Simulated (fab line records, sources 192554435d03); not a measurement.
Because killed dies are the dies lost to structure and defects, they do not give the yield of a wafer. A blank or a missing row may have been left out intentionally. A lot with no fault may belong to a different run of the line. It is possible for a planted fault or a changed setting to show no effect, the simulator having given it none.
Chamber matching | flow n5 finfet | N5_BEOL_M5_ETCH_68 on rie diel-06 has 4 sister chambers
The step etches SOC in N2/H2, target depth 80 nm, overetch 16 nm, time 120 s. 4 wafers are shown with their chamber, then 7 later ones without.

WAFERS PAIRED WITH THEIR CHAMBERS
wafer  | chamber | showerhead plenum p Torr (Torr)
L087.3 | 0       | 2.46
L087.6 | 1       | 2.57
L089.3 | 2       | 2.51
L089.4 | 3       | 2.66

WAFERS MISSING THEIR CHAMBER
wafer  | showerhead plenum p Torr (Torr)
L089.5 | 2.57
L092.1 | 2.66
L092.2 | 2.51
L092.3 | 2.56
L092.4 | 2.46
L092.5 | 2.46
L092.6 | 2.66

THE CHAMBER EACH PASSED THROUGH
wafer  | from the rows above | in truth
L089.5 | 1                   | 1
L092.1 | 3                   | 3
L092.2 | 2                   | 2
L092.3 | 1                   | 1
L092.4 | 0                   | 0
L092.5 | 0                   | 0
L092.6 | 3                   | 3
Placed correctly: 7 of 7. Left unplaced by these rows: 0. Wrongly placed: 0.
How it was worked out, from the rows above alone: a wafer's distance from a chamber is the root of the sum, over the readings, of the square of ((its reading less the chamber's mean) divided by the reading's scatter). If the next closest chamber is less than 2 further off than the closest, the wafer can't be placed; otherwise it belongs to the closest. Each chamber's mean is taken over the wafers shown for it. The scatter: root of mean squared gap, hidden wafer to nearest shown wafer, with one shown wafer a chamber.
